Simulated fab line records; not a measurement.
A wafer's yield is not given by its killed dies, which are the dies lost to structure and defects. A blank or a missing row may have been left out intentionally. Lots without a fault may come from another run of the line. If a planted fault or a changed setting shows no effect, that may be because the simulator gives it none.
A struck lot beside a sound one	flow n5 finfet	34 out of 1938 route steps
Sound: wafers L473.2, L473.3, L473.6. Struck: wafers L486.2, L486.3, L486.4. Last of all comes the cause.
Each step with rows lists, per side, the tool, then ch with its chambers, then its first start. Under that, the readings that differ: sound wafers	struck wafers	difference of the means	sigmas: that difference in standard deviations of wafers without a fault.
alike: words and numbers the same on both sides, and readings whose means are apart by under 2 such deviations; not compared: readings that were withheld, readings missing a value for some wafer, numbers with overlapping values and no deviation given by the record, and bounds like >300 which may hide the same value.
A row with sigmas, a row that says differs or no value, or rows on one side alone: a step with any of these is where the two part. Numbers that have no deviation but don't overlap get no sigmas and don't part them. A reading that every wafer of one side lacks parts them only if that side has two wafers or more.

first, 9 steps without rows for these wafers: N5_GATE_CUT_DESCUM_18 (chemistry O2, time 7 s); N5_GATE_CUT_ETCH_28 (etches underlayer in N2/H2, target depth 13 nm, time 10.4 s); N5_GATE_CUT_ETCH_36 (etches SiARC in CF4, target depth 13 nm, time 21.7 s); N5_GATE_CUT_ETCH_37 (etches SOC in N2/H2, target depth 60 nm, overetch 12 nm, time 90 s); N5_GATE_CUT_STRIP_38 (strips in N2/H2); N5_GATE_CUT_STRIP_39 (strips in N2/H2); N5_GATE_CUT_HM_OPEN_40 (chemistry C4F6/O2, target SiO2, target depth 139 nm, time 85.1 s); N5_GATE_CUT_STRIP_41 (strips in CF4); N5_GATE_CUT_STRIP_42 (strips in O2).
N5_GATE_CUT_ETCH_19: etches SiNx in CH3F/O2, target depth 53.7 nm, time 76.7 s.
  sound on rie diel-04 ch 0,1,3, day 4 19:22; struck on rie diel-04 ch 0,1,2, day 7 18:29
  alike: drypump motor current A, etch rf on time s, mfc ar sccm, oes_o_777_au, oes product au, rf vpp V, showerhead plenum p Torr, throttle valve pct
  not compared: rf hours counter h
then, 23 steps without rows for these wafers: N5_GATE_CUT_CUT_ETCH_53 (etches W in SF6/Cl2, target depth 79.2 nm); N5_GATE_CUT_CUT_ETCH_54 (etches TiN in Cl2/BCl3, target depth 96.7 nm); N5_GATE_CUT_CUT_ETCH_55 (etches HfO2 in BCl3, target depth 3.2 nm); N5_GATE_CUT_ETCH_47 (etches SiO2 in Cl2/BCl3, target depth 10 nm); N5_GATE_CUT_VAPOR_ETCH_48 (etches TiN in BCl3/Cl2); N5_GATE_CUT_VAPOR_ETCH_49 (etches TiAlC in BCl3/Cl2); N5_GATE_CUT_VAPOR_ETCH_51 (etches HfO2 in BCl3/Cl2); N5_GATE_CUT_STRIP_21 (strips in N2/H2, time 30 s); N5_GATE_CUT_STRIP_29 (strips in post etch residue remover, time 60 s); N5_GATE_CUT_SRD_52 (time 30 s); N5_GATE_CUT_ALD_22 (deposits SiNx, target thk 16 nm, pulse time 1 s, ald cycles 320); N5_GATE_CUT_CMP_23 (polishes, stops on SiO2, t overpolish 23.4 s, target thk 16 nm); N5_GATE_CUT_CMP_43 (polishes SiO2); N5_GATE_CUT_CMP_61 (polishes, stops on SiNx, t overpolish 3 s); N5_MOL_CONTACT_COAG_COAT_103 (time 60 s, resist thk 80 nm); N5_MOL_CONTACT_COAG_COAT_104 (time 60 s, resist thk 12 nm); N5_MOL_CONTACT_COAG_COAT_58 (time 60 s, resist thk 10 nm); N5_MOL_CONTACT_COAG_COAT_02 (resist thk 30 nm); N5_MOL_CONTACT_COAG_EBR_04; N5_MOL_CONTACT_COAG_SOFTBAKE_03 (time 60 s); N5_MOL_CONTACT_COAG_EXPOSE_05 (exposes mask CA, defocus 0 nm); N5_MOL_CONTACT_COAG_PEB_06 (peb time 60 s); N5_MOL_CONTACT_COAG_DEVELOP_07 (develop time 30 s).
-- the record jumps here: 8 days lie between the struck wafers' starts before and after (it left off in module MOL_CONTACT_COAG and takes up again in module PASSIVATION, whose first step shown is number 1936 of the route) --
N5_PASSIVATION_PROBE_49:
  struck on prober-01, day 15 19:11; sound on prober-02, day 12 08:00
reading	sound	struck	difference	sigmas
killed at front end	45 50 43	138 134 122	+85	+7
killed dies	102 124 107	189 186 178	+73	+4
  alike: killed_at_M0_to_M3, killed_at_M4_up, killed at contacts, killed at other, killed open, killed short

== WHERE THEY PART ==
At N5_PASSIVATION_PROBE_49 and nowhere else, as far as this record goes.

WHY: the cause the simulator had injected
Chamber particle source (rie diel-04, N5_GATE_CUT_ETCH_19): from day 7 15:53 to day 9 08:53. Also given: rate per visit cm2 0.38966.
